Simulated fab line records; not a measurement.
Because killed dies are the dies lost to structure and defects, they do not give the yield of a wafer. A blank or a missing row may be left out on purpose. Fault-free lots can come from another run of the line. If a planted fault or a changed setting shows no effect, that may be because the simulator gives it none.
One fault through the eyes of 2 desks	flow n5 finfet	only its own numbers are on each desk; what lay behind them is given at the end

METROLOGY DESK
Lot by lot, what the gauges showed, no matter which tool ran the lot: averages of those sampled wafers that carry a number. If a lot's mean is further than 4 standard deviations from the usual mean, the lot is out of limits and carries the mark OUT (the distance appears in the brackets). Of its 15 readings 7 are shown: the one that was out of limits first, and those that lie furthest out on some lot.
Columns: A = IOFF_N at N5_BEOL_M4_RC_MEAS_101, usual 0.153 nA/um; B = IOFF_N_LIN at N5_BEOL_M4_RC_MEAS_101, usual 0.072 nA/um; C = IOFF_N_LONG at N5_BEOL_M4_RC_MEAS_101, usual 5.44e-05 nA/um; D = ION_N at N5_BEOL_M4_RC_MEAS_101, usual 672 uA/um; E = VT_N at N5_BEOL_M4_RC_MEAS_101, usual 250.4 mV; F = VT_N_LONG at N5_BEOL_M4_RC_MEAS_101, usual 275.5 mV; G = VT_N_LVT at N5_BEOL_M4_RC_MEAS_101, usual 99 mV
lot	first seen here	A	B	C	D	E	F	G
L220	day 8 15:58	0.172	0.079	5.29e-05	678	250.7	276.8	96
L223	day 9 11:50	0.145	0.069	5.47e-05	673	250.7	274.8	98
L228	day 10 11:12	0.159	0.074	5.38e-05	682	249.4	274.1	97
L231	day 11 11:40	0.138	0.064	5.57e-05	665	253.8	274.8	102
L232	day 12 10:47	0.136	0.064	5.46e-05	659	252.0	275.1	100
L238	day 13 15:25	0.001 (-6.6) OUT	0.000 (-8.2) OUT	2.61e-05 (-12) OUT	359 (-32) OUT	396.8 (+54) OUT	421.0 (+81) OUT	245 (+47) OUT
L237	day 13 16:50	0.149	0.069	5.42e-05	675	250.3	274.2	97
L240	day 14 01:19	0.001 (-6.6) OUT	0.000 (-8.2) OUT	2.41e-05 (-13) OUT	364 (-32) OUT	396.0 (+54) OUT	425.0 (+83) OUT	247 (+48) OUT
L241	day 14 04:28	0.001 (-6.6) OUT	0.000 (-8.2) OUT	2.47e-05 (-12) OUT	356 (-33) OUT	400.5 (+56) OUT	422.3 (+82) OUT	248 (+48) OUT
Finding of this desk: L238, L240, L241 out of limits, first seen on L238 at day 13 15:25 (IOFF_N at N5_BEOL_M4_RC_MEAS_101). In limits: L220, L223, L228, L231, L232, L237.

AT THE TOOL OWNER'S DESK: wet bench-02
The tool's own readings at N5_HKMG_FIN_WET_ETCH_18 (etches TiN in SC1, time 55 s, target depth 5.2 nm, rinse time 30 s): means of the sampled wafers that have a number, for each lot that ran on this tool. If a lot's mean is further than 4 standard deviations from the usual mean, the lot is out of limits and carries the mark OUT (the distance appears in the brackets).
Columns: A = h2o2 flow mL min at N5_HKMG_FIN_WET_ETCH_18, usual 214.3
lot	first seen here	A
L220	day 4 12:50	214.6
L223	day 5 11:55	213.3
L228	day 6 12:59	214.4
L231	day 7 10:04	214.4
L237	day 8 17:16	214.5
L238	day 9 02:56	213.8
L240	day 9 14:18	214.8
L241	day 9 18:05	214.6
Finding of this desk: none of the 8 lots has anything out of limits.

BROUGHT TOGETHER
L238, L240, L241 would have let the metrology desk raise an alarm at day 13 15:25.
The desk of the tool owner found nothing out of limits.
Tool owner's desk: L238, L240, L241 on record, inside its limits.
Every lot named ran N5_HKMG_FIN_WET_ETCH_18 on wet bench-02.

WHAT THE SIMULATOR HAD PUT IN
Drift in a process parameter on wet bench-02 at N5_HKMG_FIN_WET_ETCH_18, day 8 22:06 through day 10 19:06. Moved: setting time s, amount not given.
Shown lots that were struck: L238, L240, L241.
Per desk, hours elapsed from the start of the fault to the first reading out of limits: for the metrology desk, 113.
